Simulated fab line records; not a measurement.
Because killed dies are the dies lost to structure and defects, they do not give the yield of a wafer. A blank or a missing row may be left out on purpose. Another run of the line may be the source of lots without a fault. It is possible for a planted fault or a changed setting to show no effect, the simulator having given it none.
fab line records    flow n5_finfet
record lots=7  wafers=21
route steps=1938 shown BEOL_M12@1639 BEOL_M13@1681 BEOL_M15@1773
start_h: hours from the record's first day to the start of the lot's first wafer shown    wait_h: hours from the lot's prior step to this one    " same as the row above    L1.1+2: a single row standing in for several wafers    - no value present, or no start provided    * or withheld: withheld    < > ~ a bound
route shown NAME@n: NAME is a module with steps in the file, n the number in the route of the first one    usual: the fault-free wafers' mean and standard deviation    same: alike in all rows    chamber/n: place in a boat    sites: each site's reading    _std_site: standard deviation across them    _edge_site: the outer-site mean with the inner-site mean subtracted    radius_mm: how far each site lies from the wafer's centre    mask NAME#n: copy n    behind: the tool/chamber that last shaped the wafer    hold: reason for holding the lot/hours on hold/outcome of the hold    device: the transistor (n, p or np) that didn't switch    end of line: tests run on the same wafers once the route is complete    step lacking rows: just its recipe    killed: dies lost to structure and defects at the first sort, not the wafer's yield    map: a wafer's dies, marking killed ones x, the rest . and places with no die _
set.NAME: the setting the step ran with; set.NAME@STEP: the setting that earlier step ran with    model.NAME: the simulator's own value behind a step, which no gauge read
lots with deliberately changed settings; one table per step, one row per wafer
## steps
# step N5_BEOL_M12_TRENCH_ETCH_34
# recipe chemistry=C4F8/O2/Ar  target=SiOC  target_depth_a=3189.5  mask_material=SOC  pressure_mtorr=30  source_w=3000  bias_w=700  Ar_flow_sccm=400  C4F8_flow_sccm=15  O2_flow_sccm=8  he_inner_torr=15  he_outer_torr=30  time_s=125.5  ion_energy_ev=250
lot.wafer  tool         chamber  start_h  wait_h  set.time_s  model.etch.depth_nm
L078.2     rie_diel-03  3        274.93   0.0     125.5       322.5
L078.4     "            1        "        "       125.5       320.4
L078.5     "            0        "        "       125.5       314.6
L082.3     rie_diel-03  0        304.08   0.0     103.7       257.2
L082.4     "            1        "        "       125.5       315.5
L082.5     "            0        "        "       125.5       311.8
L087.2     rie_diel-05  2        314.61   0.0     125.5       312.7
L087.3     "            3        "        "       153.2       397
L087.6     "            1        "        "       125.5       309.6
L089.2     rie_diel-03  2        322.24   0.0     125.5       311.4
L089.3     "            3        "        "       125.5       323.5
L089.5     "            0        "        "       125.5       314.4
L088.1     rie_diel-01  3        334.07   0.0     106.7       280.1
L088.2     "            0        "        "       106.7       272.5
L088.3     "            2        "        "       125.5       321.4
L092.1     rie_diel-05  2        338.04   0.0     125.5       314.9
L092.2     "            3        "        "       125.5       326.4
L092.5     "            2        "        "       125.5       312.6
L095.1     rie_diel-05  2        363.63   0.0     125.5       314.6
L095.4     "            2        "        "       107.9       271.6
L095.6     "            3        "        "       107.9       279.3
# step N5_BEOL_M12_STRIP_70
# recipe chemistry=C4F8/O2/Ar  resist=SiARC  rf_frequency_hz=6e+07
# step N5_BEOL_M12_OCD_MEAS_35
# usual trench_depth_nm=318/5.4
lot.wafer  tool    chamber  start_h  wait_h  set.time_s@BEOL_M12_TRENCH_ETCH_34  trench_depth_nm
L078.2     ocd-02  -        275.08   0.0     125.5                               322
L078.4     "       -        "        "       125.5                               320
L078.5     "       -        "        "       125.5                               315
L082.3     ocd-02  -        304.24   0.0     103.7                               257
L082.4     "       -        "        "       125.5                               316
L082.5     "       -        "        "       125.5                               312
L087.2     ocd-02  -        314.76   0.0     125.5                               313
L087.3     "       -        "        "       153.2                               397
L087.6     "       -        "        "       125.5                               309
L089.2     ocd-01  -        322.39   0.0     125.5                               312
L089.3     "       -        "        "       125.5                               324
L089.5     "       -        "        "       125.5                               314
L088.1     ocd-02  -        334.22   0.0     106.7                               280
L088.2     "       -        "        "       106.7                               272
L088.3     "       -        "        "       125.5                               322
L092.1     ocd-01  -        338.19   0.0     125.5                               315
L092.2     "       -        "        "       125.5                               326
L092.5     "       -        "        "       125.5                               312
L095.1     ocd-01  -        363.84   0.0     125.5                               315
L095.4     "       -        "        "       107.9                               271
L095.6     "       -        "        "       107.9                               279
# step N5_BEOL_M12_STRIP_37
# recipe chemistry=N2/H2  power_w=1000  temp_c=250  h2_frac=0.65  overash_fraction=0.3  pressure_mtorr=withheld  n2_flow_sccm=1750  h2_flow_sccm=3250
# step N5_BEOL_M12_ETCH_38
# recipe chemistry=CF4/N2  target=SiCN  target_depth_a=687  taper_deg=2  time_s=73.4  ion_energy_ev=150  mask_material=SiO2  pressure_mtorr=40  source_w=430  bias_w=70  Ar_flow_sccm=100  cf4_flow_sccm=60  n2_flow_sccm=60
# step N5_BEOL_M12_ECD_47
# recipe material=Cu  target_thk_a=7200
# step N5_BEOL_M12_ANNEAL_48
# recipe temp_c=225  time_s=90  ambient=N2
# step N5_BEOL_M12_CMP_49
# recipe stop_on=SiOC  t_overpolish_s=20.6  down_force_psi=1  platen_rpm=50  clearing_platen_down_force_psi=1.5  clearing_platen_rpm=50  post_cmp_clean=cu_alkaline  target_thk_nm=320  clearing_platen_pad_velocity_m_s=0.99484  pad_velocity_m_s=0.99484
lot.wafer  tool    chamber  start_h  wait_h  set.time_s@BEOL_M12_TRENCH_ETCH_34  model.Cu_of_BEOL_M12_ECD_47.thk_nm
L078.2     cmp-04  1        277.76   0.2     125.5                               323.4
L078.4     "       2        "        "       125.5                               321
L078.5     "       0        "        "       125.5                               316
L082.4     cmp-04  3        306.11   0.1     125.5                               317.8
L082.3     "       2        "        "       103.7                               259
L082.5     "       0        "        "       125.5                               315.2
L087.3     cmp-03  2        320.00   0.2     153.2                               397.2
L087.2     "       0        "        "       125.5                               315.6
L087.6     "       2        "        "       125.5                               310.2
L089.3     cmp-04  1        323.79   0.3     125.5                               326.6
L089.2     "       3        "        "       125.5                               312.8
L089.5     "       0        "        "       125.5                               318
L088.1     cmp-03  0        335.59   0.3     106.7                               284
L088.3     "       2        "        "       125.5                               322.8
L088.2     "       3        "        "       106.7                               275.6
L092.1     cmp-04  3        339.90   0.3     125.5                               319.4
L092.2     "       1        "        "       125.5                               330
L092.5     "       3        "        "       125.5                               314.8
L095.1     cmp-02  0        365.96   0.3     125.5                               316.8
L095.4     "       2        "        "       107.9                               274.2
L095.6     "       1        "        "       107.9                               281.4
# step N5_BEOL_M12_THK_MEAS_50
# recipe thk_meas_gauge=xrf  reads=Cu_of_BEOL_M12_ECD_47
# usual M12_THK=314/6
lot.wafer  tool           chamber  start_h  wait_h  set.time_s@BEOL_M12_TRENCH_ETCH_34  M12_THK[nm]
L078.2     film_metro-01  -        278.02   -       125.5                               317
L078.4     "              -        "        "       125.5                               315
L078.5     "              -        "        "       125.5                               311
L082.3     film_metro-01  -        306.40   -       103.7                               255
L082.4     "              -        "        "       125.5                               314
L082.5     "              -        "        "       125.5                               310
L087.2     film_metro-01  -        320.29   -       125.5                               308
L087.3     "              -        "        "       153.2                               391
L087.6     "              -        "        "       125.5                               304
L089.2     film_metro-02  -        324.04   -       125.5                               311
L089.3     "              -        "        "       125.5                               323
L089.5     "              -        "        "       125.5                               315
L088.1     film_metro-01  -        335.88   -       106.7                               281
L088.2     "              -        "        "       106.7                               273
L088.3     "              -        "        "       125.5                               317
L092.1     film_metro-02  -        340.20   -       125.5                               316
L092.2     "              -        "        "       125.5                               327
L092.5     "              -        "        "       125.5                               313
L095.1     film_metro-01  -        366.26   -       125.5                               308
L095.4     "              -        "        "       107.9                               269
L095.6     "              -        "        "       107.9                               274
# step N5_BEOL_M12_PRE_CLEAN_52
# recipe gas=NH3  time_s=15  temp_c=withheld  rf_power_w=300
# step N5_BEOL_M12_DEP_53
# recipe material=SiCN  target_thk_a=300  temp_c=withheld  precursor=3MS/NH3  pressure_torr=3  rf_w=675  time_s=10.5
# step N5_BEOL_M12_RS_MEAS_54
# recipe thk_meas_gauge=four-point-probe  reads=Cu_of_BEOL_M12_ECD_47+Ta_of_BEOL_M12_SPUTTER_44+TaN_of_BEOL_M12_SPUTTER_43
# usual M12_RS=0.0600/0.0011
lot.wafer  tool           chamber  start_h  wait_h  set.time_s@BEOL_M12_TRENCH_ETCH_34  M12_RS[ohm/sq]
L078.2     film_metro-01  -        278.15   0.0     125.5                               0.0591
L078.4     "              -        "        "       125.5                               0.0595
L078.5     "              -        "        "       125.5                               0.0607
L082.3     film_metro-01  -        306.53   0.0     103.7                               0.0746
L082.4     "              -        "        "       125.5                               0.0603
L082.5     "              -        "        "       125.5                               0.0607
L087.2     film_metro-02  -        320.45   0.1     125.5                               0.0609
L087.3     "              -        "        "       153.2                               0.0480
L087.6     "              -        "        "       125.5                               0.0620
L089.2     film_metro-01  -        324.17   0.0     125.5                               0.0612
L089.3     "              -        "        "       125.5                               0.0587
L089.5     "              -        "        "       125.5                               0.0602
L088.1     film_metro-01  -        336.00   0.0     106.7                               0.0679
L088.2     "              -        "        "       106.7                               0.0700
L088.3     "              -        "        "       125.5                               0.0592
L092.1     film_metro-02  -        340.32   0.0     125.5                               0.0601
L092.2     "              -        "        "       125.5                               0.0581
L092.5     "              -        "        "       125.5                               0.0612
L095.1     film_metro-01  -        366.38   0.0     125.5                               0.0604
L095.4     "              -        "        "       107.9                               0.0705
L095.6     "              -        "        "       107.9                               0.0683
# step N5_BEOL_M13_COAT_66
# recipe resist=SiARC  temp_c=220  time_s=60  spin_rpm=1500  resist_thk_nm=110
lot.wafer   tool            chamber  start_h  wait_h  set.spin_rpm  model.SiARC_of_BEOL_M13_COAT_66.thk_nm
L078.2+5    litho_track-01  0        -        -       1500          110.2
L078.4      "               0        "        "       1500          110.4
L082.3      litho_track-01  0        -        -       1500          110
L082.4+5    "               0        "        "       1500          110.2
L087.2      litho_track-01  0        -        -       1377          114.8
L087.3      "               0        "        "       1500          110.2
L087.6      "               0        "        "       1377          115
L089.2+3+5  litho_track-05  0        -        -       1500          109.6
L088.1      litho_track-05  0        -        -       1500          110.2
L088.2      "               0        "        "       1336          116.8
L088.3      "               0        "        "       1336          117
L092.1      litho_track-05  0        -        -       1500          109.8
L092.2+5    "               0        "        "       1500          109.6
L095.1      litho_track-01  0        -        -       1346          116.2
L095.4      "               0        "        "       1500          110.2
L095.6      "               0        "        "       1346          116
# step N5_BEOL_M13_COAT_22
# recipe spin_rpm=2888  resist_thk_nm=300
# step N5_BEOL_M13_EBR_24
# recipe solvent=PGMEA  ebr_width_mm=1.5
# step N5_BEOL_M13_DESCUM_33
# recipe chemistry=O2  time_s=7.9  source_power_w=50  bias_power_w=20  pressure_mtorr=20  rf_frequency_hz=2.712e+07  temp_c=40  o2_flow_sccm=225
# step N5_BEOL_M13_ETCH_67
# recipe chemistry=CF4  target=SiARC  target_depth_a=1430  time_s=238.3  ion_energy_ev=80  pressure_mtorr=40  source_w=545  bias_w=36  Ar_flow_sccm=100  cf4_flow_sccm=100  ends=cleared
lot.wafer  tool         chamber  start_h  wait_h  set.spin_rpm@BEOL_M13_COAT_66  model.etch.depth_nm  model.coat_of_BEOL_M13_COAT_22.thk_nm
L078.2     rie_diel-06  2        279.86   0.0     1500                           110.1                211.2
L078.4     "            3        "        "       1500                           110.5                211.6
L078.5     "            1        "        "       1500                           110.2                211.4
L082.3     rie_diel-02  3        308.11   0.0     1500                           110                  211.4
L082.4     "            2        "        "       1500                           110.3                211.6
L082.5     "            2        "        "       1500                           110.2                212.4
L087.2     rie_diel-04  1        322.35   0.0     1377                           114.7                208
L087.3     "            3        "        "       1500                           110.1                211.6
L087.6     "            2        "        "       1377                           115                  208.6
L089.2     rie_diel-02  0        326.45   0.0     1500                           109.6                213
L089.3     "            1        "        "       1500                           109.6                212.8
L089.5     "            1        "        "       1500                           109.5                212.8
L088.1     rie_diel-04  2        337.82   0.0     1500                           110.2                210
L088.2     "            0        "        "       1336                           116.8                206.2
L088.3     "            1        "        "       1336                           117                  207.4
L092.1     rie_diel-02  0        342.12   0.0     1500                           109.8                210.4
L092.2     "            2        "        "       1500                           109.7                211.2
L092.5     "            1        "        "       1500                           109.6                211.2
L095.1     rie_diel-02  3        368.19   0.0     1346                           116.3                206.8
L095.4     "            0        "        "       1500                           110.2                211
L095.6     "            1        "        "       1346                           116.1                207
# step N5_BEOL_M13_ETCH_68
# recipe chemistry=N2/H2  target=SOC  mask_material=SiARC  source_w=3000  bias_w=350  temp_c=40  time_s=355  ion_energy_ev=200  pressure_mtorr=30  n2_flow_sccm=200  h2_flow_sccm=200
lot.wafer  tool         chamber  start_h  wait_h  set.spin_rpm@BEOL_M13_COAT_66  model.SiARC_of_BEOL_M13_COAT_66.thk_nm
L078.2     rie_diel-06  2        280.00   0.1     1500                           76.6
L078.4     "            3        "        "       1500                           78.4
L078.5     "            1        "        "       1500                           76.4
L082.3+5   rie_diel-02  3,2      308.26   0.1     1500                           76.6
L082.4     "            2        "        "       1500                           76.4
L087.2     rie_diel-04  1        322.50   0.1     1377                           81.8
L087.3     "            3        "        "       1500                           77.2
L087.6     "            2        "        "       1377                           82
L089.2     rie_diel-02  0        326.60   0.1     1500                           76
L089.3+5   "            1        "        "       1500                           77.2
L088.1     rie_diel-04  2        337.97   0.1     1500                           76.8
L088.2     "            0        "        "       1336                           82.8
L088.3     "            1        "        "       1336                           83.8
L092.1     rie_diel-02  0        342.27   0.1     1500                           75.6
L092.2     "            2        "        "       1500                           76
L092.5     "            1        "        "       1500                           76.6
L095.1     rie_diel-02  3        368.34   0.1     1346                           83.2
L095.4     "            0        "        "       1500                           76.4
L095.6     "            1        "        "       1346                           83.4
# step N5_BEOL_M13_SPUTTER_43
# recipe material=TaN  target_thk_a=150  temp_c=50  bias_v=168.6  power_w=15000  chamber_pressure_pa=0.12  time_s=24.19
lot.wafer  tool            chamber  start_h  wait_h  set.power_w  model.TaN_of_BEOL_M13_SPUTTER_43.thk_nm
L078.2+5   pvd_sputter-02  -        283.01   0.0     15000        15.4
L078.4     "               -        "        "       15000        14.8
L082.3+4   pvd_sputter-03  -        313.93   0.0     15000        15.2
L082.5     "               -        "        "       17570        17.8
L087.2     pvd_sputter-01  -        325.07   0.0     15000        15.2
L087.3+6   "               -        "        "       15740        16
L089.2     pvd_sputter-02  -        331.26   0.0     15000        15.2
L089.3     "               -        "        "       17300        17.6
L089.5     "               -        "        "       15000        15.4
L088.1+2   pvd_sputter-03  -        340.28   0.0     15000        15.4
L088.3     "               -        "        "       15000        15.2
L092.1     pvd_sputter-02  -        343.13   0.0     17090        17.2
L092.2     "               -        "        "       17090        17.4
L092.5     "               -        "        "       15000        15.2
L095.1     pvd_sputter-01  -        374.98   0.0     16330        16.6
L095.4     "               -        "        "       16330        16.2
L095.6     "               -        "        "       15000        15
# step N5_BEOL_M13_SPUTTER_44
# recipe material=Ta  target_thk_a=100  temp_c=50  bias_v=80  power_w=15000  chamber_pressure_pa=0.07  time_s=16.13
lot.wafer   tool            chamber  start_h  wait_h  set.time_s  model.Ta_of_BEOL_M13_SPUTTER_44.thk_nm
L078.2+5    pvd_sputter-02  -        283.09   0.0     16.13       10.4
L078.4      "               -        "        "       16.13       10.2
L082.3      pvd_sputter-03  -        314.01   0.0     14.25       9
L082.4      "               -        "        "       16.13       10.2
L082.5      "               -        "        "       14.25       8.8
L087.2      pvd_sputter-01  -        325.15   0.0     16.13       10
L087.3      "               -        "        "       13.91       8.6
L087.6      "               -        "        "       13.91       8.8
L089.2      pvd_sputter-02  -        331.34   0.0     15.49       9.8
L089.3+5    "               -        "        "       16.13       10.2
L088.1+2+3  pvd_sputter-03  -        340.36   0.0     16.13       10
L092.1+2    pvd_sputter-02  -        343.22   0.0     16.13       10
L092.5      "               -        "        "       15.44       9.6
L095.1+4    pvd_sputter-01  -        375.06   0.0     18.36       11.4
L095.6      "               -        "        "       18.36       11.2
# step N5_BEOL_M15_ILD_DEP_00
# recipe material=SiO2  target_thk_a=16293  temp_c=400  precursor=TEOS/O2  pressure_torr=6.5  rf_w=900  teos_flow_sccm=161.4  gas=O2  flow_sccm=2650  time_s=346.1
lot.wafer  tool      chamber  start_h  wait_h  set.time_s  model.SiO2_of_BEOL_M15_ILD_DEP_00.thk_nm
L078.2     pecvd-01  0        293.19   0.0     346.1       1627
L078.4     "         1        "        "       346.1       1679
L078.5     "         2        "        "       346.1       1637
L082.3     pecvd-02  1        323.15   0.0     346.1       1619
L082.4     "         1        "        "       346.1       1653
L082.5     "         0        "        "       346.1       1618
L087.2     pecvd-02  0        332.25   0.0     346.1       1612
L087.3     "         2        "        "       346.1       1660
L087.6     "         1        "        "       366.9       1744
L089.2     pecvd-02  2        337.15   0.0     310.4       1476
L089.3     "         0        "        "       310.4       1444
L089.5     "         1        "        "       310.4       1468
L088.1     pecvd-04  1        349.49   0.0     375.1       1743
L088.2     "         2        "        "       375.1       1747
L088.3     "         0        "        "       375.1       1690
L092.1     pecvd-02  1        349.72   0.0     381.5       1797
L092.2     "         2        "        "       346.1       1652
L092.5     "         0        "        "       381.5       1809
L095.1     pecvd-02  1        382.95   0.0     387.9       1791
L095.4     "         1        "        "       346.1       1642
L095.6     "         0        "        "       346.1       1609
# step N5_BEOL_M15_THK_MEAS_01
# recipe reads=SiO2_of_BEOL_M15_ILD_DEP_00
# usual M15_ILD_THK=1628/23
lot.wafer  tool           chamber  start_h  wait_h  set.time_s@BEOL_M15_ILD_DEP_00  M15_ILD_THK[nm]
L078.2     film_metro-01  -        293.44   0.1     346.1                           1629
L078.4     "              -        "        "       346.1                           1678
L078.5     "              -        "        "       346.1                           1638
L082.3     film_metro-01  -        323.40   0.1     346.1                           1620
L082.4     "              -        "        "       346.1                           1652
L082.5     "              -        "        "       346.1                           1618
L087.2     film_metro-02  -        332.50   0.1     346.1                           1612
L087.3     "              -        "        "       346.1                           1659
L087.6     "              -        "        "       366.9                           1745
L089.2     film_metro-01  -        337.40   0.1     310.4                           1476
L089.3     "              -        "        "       310.4                           1444
L089.5     "              -        "        "       310.4                           1468
L088.1     film_metro-02  -        349.74   0.1     375.1                           1743
L088.2     "              -        "        "       375.1                           1746
L088.3     "              -        "        "       375.1                           1690
L092.1     film_metro-02  -        349.98   0.2     381.5                           1797
L092.2     "              -        "        "       346.1                           1653
L092.5     "              -        "        "       381.5                           1811
L095.1     film_metro-02  -        383.20   0.1     387.9                           1792
L095.4     "              -        "        "       346.1                           1642
L095.6     "              -        "        "       346.1                           1609
# step N5_BEOL_M15_COAT_04
# recipe spin_rpm=1704  resist_thk_nm=800
lot.wafer  tool            chamber  start_h  wait_h  set.spin_rpm  model.coat_of_BEOL_M15_COAT_04.thk_nm
L078.2     litho_track-05  0        -        -       1704          801.2
L078.4     "               0        "        "       1704          803
L078.5     "               0        "        "       1704          798.8
L082.3     litho_track-04  0        -        -       1781          780.8
L082.4     "               0        "        "       1704          798.4
L082.5     "               0        "        "       1704          797.2
L087.2     litho_track-04  0        -        -       1821          777.6
L087.3     "               0        "        "       1704          801.4
L087.6     "               0        "        "       1821          776.2
L089.2     litho_track-04  0        -        -       1704          798
L089.3     "               0        "        "       1704          798.8
L089.5     "               0        "        "       1704          798.2
L088.1     litho_track-04  0        -        -       1704          806.8
L088.2     "               0        "        "       1704          804
L088.3     "               0        "        "       1704          801
L092.1     litho_track-04  0        -        -       1801          779.6
L092.2     "               0        "        "       1704          801.8
L092.5     "               0        "        "       1801          778.4
L095.1     litho_track-05  0        -        -       1544          839.6
L095.4     "               0        "        "       1704          798.2
L095.6     "               0        "        "       1544          838
# step N5_BEOL_M15_EBR_06
# recipe solvent=PGMEA  ebr_width_mm=1.5
# step N5_BEOL_M15_SOFTBAKE_05
# recipe temp_c=130  time_s=60
# step N5_BEOL_M15_DESCUM_15
# recipe chemistry=O2  time_s=7.9  source_power_w=50  bias_power_w=20  pressure_mtorr=20  rf_frequency_hz=2.712e+07  temp_c=40  o2_flow_sccm=225
# step N5_BEOL_M15_ETCH_59
# recipe chemistry=N2/H2  target=BARC  target_depth_a=890  overetch_a=267  time_s=67.9  ion_energy_ev=200  pressure_mtorr=30  source_w=840  bias_w=150  n2_flow_sccm=200  h2_flow_sccm=200
lot.wafer  tool         chamber  start_h  wait_h  set.spin_rpm@BEOL_M15_COAT_04  model.coat_of_BEOL_M15_COAT_04.thk_nm
L078.2     rie_diel-02  3        294.20   0.0     1704                           719.4
L078.4     "            1        "        "       1704                           722
L078.5     "            0        "        "       1704                           715.4
L082.3     rie_diel-02  2        323.82   0.0     1781                           695.8
L082.4     "            1        "        "       1704                           717.2
L082.5     "            0        "        "       1704                           713
L087.2     rie_diel-04  2        332.92   0.0     1821                           692.8
L087.3     "            1        "        "       1704                           720
L087.6     "            0        "        "       1821                           691
L089.2     rie_diel-06  0        338.25   0.0     1704                           715.6
L089.3     "            2        "        "       1704                           716
L089.5     "            3        "        "       1704                           713.4
L088.1     rie_diel-02  0        350.29   0.0     1704                           722.8
L088.2     "            2        "        "       1704                           718.6
L088.3     "            1        "        "       1704                           719.4
L092.1     rie_diel-06  3        350.54   0.0     1801                           694.6
L092.2     "            2        "        "       1704                           718.6
L092.5     "            1        "        "       1801                           694.4
L095.1     rie_diel-02  1        383.75   0.0     1544                           757.8
L095.4     "            3        "        "       1704                           715.4
L095.6     "            0        "        "       1544                           753.2
# step N5_BEOL_M15_VIA_ETCH_16
# recipe chemistry=C4F8/O2/Ar  target=SiO2  he_inner_torr=15  he_outer_torr=30  target_depth_a=17922  time_s=withheld  ion_energy_ev=800  pressure_mtorr=20  source_w=1905  bias_w=2040  Ar_flow_sccm=400  C4F8_flow_sccm=16  O2_flow_sccm=12  ends=cleared
lot.wafer  tool         chamber  start_h  wait_h  set.time_s@BEOL_M15_ILD_DEP_00  model.etch.depth_nm
L078.2     rie_diel-02  3        294.25   0.0     *                               1627
L078.4     "            1        "        "       *                               1679
L078.5     "            0        "        "       *                               1637
L082.3     rie_diel-02  2        323.88   0.0     *                               1619
L082.4     "            1        "        "       *                               1653
L082.5     "            0        "        "       *                               1618
L087.2     rie_diel-04  2        332.97   0.0     *                               1612
L087.3     "            1        "        "       *                               1660
L087.6     "            0        "        "       *                               1744
L089.2     rie_diel-06  0        338.30   0.0     *                               1476
L089.3     "            2        "        "       *                               1444
L089.5     "            3        "        "       *                               1468
L088.1     rie_diel-02  0        350.34   0.0     *                               1743
L088.2     "            2        "        "       *                               1747
L088.3     "            1        "        "       *                               1690
L092.1     rie_diel-06  3        350.59   0.0     *                               1797
L092.2     "            2        "        "       *                               1652
L092.5     "            1        "        "       *                               1809
L095.1     rie_diel-02  1        383.80   0.0     *                               1791
L095.4     "            3        "        "       *                               1642
L095.6     "            0        "        "       *                               1609
## key
split step=N5_BEOL_M12_TRENCH_ETCH_34  setting=time_s  stated=125.5  by=wafer
response step=N5_BEOL_M12_TRENCH_ETCH_34  reading=model.etch.depth_nm  change=+3.39  per=1%  r=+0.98
response step=N5_BEOL_M12_OCD_MEAS_35  reading=trench_depth_nm  change=+3.42  per=1%  r=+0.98
response step=N5_BEOL_M12_CMP_49  reading=model.Cu_of_BEOL_M12_ECD_47.thk_nm  change=+3.35  per=1%  r=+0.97
response step=N5_BEOL_M12_THK_MEAS_50  reading=M12_THK  change=+3.28  per=1%  r=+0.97
response step=N5_BEOL_M12_RS_MEAS_54  reading=M12_RS  change=-0.000672  per=1%  r=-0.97
split step=N5_BEOL_M13_COAT_66  setting=spin_rpm  stated=1500  by=wafer
response step=N5_BEOL_M13_COAT_66  reading=model.SiARC_of_BEOL_M13_COAT_66.thk_nm  change=-0.59  per=1%  r=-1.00
response step=N5_BEOL_M13_ETCH_67  reading=model.etch.depth_nm  change=-0.595  per=1%  r=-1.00
response step=N5_BEOL_M13_ETCH_67  reading=model.coat_of_BEOL_M13_COAT_22.thk_nm  change=+0.356  per=1%  r=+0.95
response step=N5_BEOL_M13_ETCH_68  reading=model.SiARC_of_BEOL_M13_COAT_66.thk_nm  change=-0.618  per=1%  r=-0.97
split step=N5_BEOL_M13_SPUTTER_43  setting=power_w  stated=15000  by=wafer
response step=N5_BEOL_M13_SPUTTER_43  reading=model.TaN_of_BEOL_M13_SPUTTER_43.thk_nm  change=+0.152  per=1%  r=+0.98
split step=N5_BEOL_M13_SPUTTER_44  setting=time_s  stated=16.13  by=wafer
response step=N5_BEOL_M13_SPUTTER_44  reading=model.Ta_of_BEOL_M13_SPUTTER_44.thk_nm  change=+0.101  per=1%  r=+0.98
split step=N5_BEOL_M15_ILD_DEP_00  setting=time_s  stated=346.1  by=wafer
response step=N5_BEOL_M15_ILD_DEP_00  reading=model.SiO2_of_BEOL_M15_ILD_DEP_00.thk_nm  change=+14.6  per=1%  r=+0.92
response step=N5_BEOL_M15_THK_MEAS_01  reading=M15_ILD_THK  change=+14.7  per=1%  r=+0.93
response step=N5_BEOL_M15_VIA_ETCH_16  reading=model.etch.depth_nm  change=+14.6  per=1%  r=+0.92
split step=N5_BEOL_M15_COAT_04  setting=spin_rpm  stated=1704  by=wafer
response step=N5_BEOL_M15_COAT_04  reading=model.coat_of_BEOL_M15_COAT_04.thk_nm  change=-4.02  per=1%  r=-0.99
response step=N5_BEOL_M15_ETCH_59  reading=model.coat_of_BEOL_M15_COAT_04.thk_nm  change=-4.22  per=1%  r=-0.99
